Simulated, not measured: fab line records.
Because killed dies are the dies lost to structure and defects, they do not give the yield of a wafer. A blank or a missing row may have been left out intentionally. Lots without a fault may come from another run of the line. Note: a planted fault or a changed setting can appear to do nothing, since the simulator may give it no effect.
A lot that was struck, set against a sound lot	flow n5_finfet	36 out of 1938 route steps
Sound: the wafers L257.1, L257.2, L257.4. The struck wafers were L246.2, L246.4. The cause is named last.
Each step with rows lists, per side, the tool, then ch with its chambers, then its first start. Under that, the readings that differ: sound wafers	struck wafers	difference of the means	sigmas: that difference in standard deviations of wafers without a fault.
alike: readings whose means differ by less than 2 such deviations, and words and numbers that are the same on both sides. not compared: withheld readings, readings that some wafer has no value for, bounds like >300 that may hide the same value, and numbers for which the record gives no deviation and whose values overlap.
Wherever a step has rows on one side only, a row that says differs or no value, or a row with sigmas, the two part there. Numbers that have no deviation but don't overlap get no sigmas and don't part them. Lack of a reading on every wafer of one side parts them only where that side has two or more wafers.

first, 9 steps without rows for these wafers: N5_BEOL_M4_ANNEAL_95 (time 240 s); N5_BEOL_M4_SPUTTER_96 (material Cu, target thk 4.5 nm, time 8.29 s); N5_BEOL_M4_ECD_50 (material Cu, target thk 300 nm); N5_BEOL_M4_ANNEAL_51 (time 90 s); N5_BEOL_M4_CMP_52 (polishes, stops on SiOC, t overpolish 6.8 s, target thk 40 nm); N5_BEOL_M4_PRE_CLEAN_60 (time 15 s); N5_BEOL_M4_CO_CAP_55 (material Co, precursor CCTBA/H2, target thk 2 nm, time 102.1 s); N5_BEOL_M4_PRE_CLEAN_56 (time 15 s); N5_BEOL_M4_DEP_57 (deposits SiCN from 3MS/NH3, target thk 8 nm, time 14 s).
N5_BEOL_M4_RC_MEAS_101:
  sound on prober-02 ch 0, day 13 19:33; struck on prober-02 ch 0, day 10 03:08
  alike: DIBL_N, DIBL_P, IOFF_N, IOFF_P, ION_N, ION_P, SS_N, SS_P, VT_N, VT_P
then, 24 steps without rows for these wafers: N5_BEOL_M5_ILD_DEP_00 (deposits SiCOH lowk from DEMS/porogen, target thk 140.64 nm, time 25.9 s); N5_BEOL_M5_CURE_79 (cures SiCOH lowk, time 240 s); N5_BEOL_M5_PECVD_70 (deposits SiO2 from TEOS/O2, target thk 16 nm, time 18 s); N5_BEOL_M5_HM_DEP_02 (deposits TiN, target thk 20 nm); N5_BEOL_M5_COAT_59 (time 60 s, resist thk 60 nm); N5_BEOL_M5_COAT_60 (time 60 s, resist thk 12 nm); N5_BEOL_M5_COAT_71 (time 60 s, resist thk 5 nm); N5_BEOL_M5_COAT_05 (resist thk 30 nm); N5_BEOL_M5_EBR_07; N5_BEOL_M5_SOFTBAKE_06 (time 60 s); N5_BEOL_M5_EXPOSE_08 (exposes mask M5, target cd 28 nm); N5_BEOL_M5_PEB_09 (peb time 60 s); N5_BEOL_M5_DEVELOP_10 (develop time 30 s); N5_BEOL_M5_DESCUM_16 (chemistry O2, time 7 s); N5_BEOL_M5_ETCH_72 (etches underlayer in N2/H2, target depth 6.5 nm, time 5.2 s); N5_BEOL_M5_ETCH_61 (etches SiARC in CF4, target depth 15.6 nm, time 26 s); N5_BEOL_M5_ETCH_62 (etches SOC in N2/H2, target depth 75 nm, overetch 15 nm, time 112.5 s); N5_BEOL_M5_STRIP_63 (strips in N2/H2); N5_BEOL_M5_STRIP_73 (strips in N2/H2); N5_BEOL_M5_STRIP_64 (strips in CF4); N5_BEOL_M5_HM_OPEN_17 (chemistry Cl2/BCl3, target TiN, target depth 20 nm, overetch 6 nm); N5_BEOL_M5_STRIP_19 (strips in O2); N5_BEOL_M5_COAT_65 (time 60 s, resist thk 60 nm); N5_BEOL_M5_COAT_66 (time 60 s, resist thk 12 nm).
-- a jump in the record: the struck wafers' starts before and after are 5 days apart (it breaks off in module BEOL_M5 and resumes in module PASSIVATION, where the first step shown is number 1936 of the route) --
N5_PASSIVATION_PECVD_01: deposits SiNx from SiH4/NH3/N2, target thk 200 nm, time 43.2 s.
  sound on pecvd-04 ch 0,1,2, day 18 06:03; struck on pecvd-03 ch 2, day 14 16:22
reading	sound	struck	difference	sigmas
model.SiNx_of_PASSIVATION_PECVD_01.thk_nm (nm)	198.8 201.6 200.6	219.4 221.8	+20.3	
  alike: heater_power_w, showerhead_plenum_p_Torr, throttle_valve_pct
N5_PASSIVATION_PROBE_49:
  the record has rows for the struck wafers here (prober-02, day 15 00:23) and none for the sound ones

## WHERE THEY PART
At N5_PASSIVATION_PROBE_49 and nowhere else, as far as this record goes.

WHY: what had been put in by the simulator
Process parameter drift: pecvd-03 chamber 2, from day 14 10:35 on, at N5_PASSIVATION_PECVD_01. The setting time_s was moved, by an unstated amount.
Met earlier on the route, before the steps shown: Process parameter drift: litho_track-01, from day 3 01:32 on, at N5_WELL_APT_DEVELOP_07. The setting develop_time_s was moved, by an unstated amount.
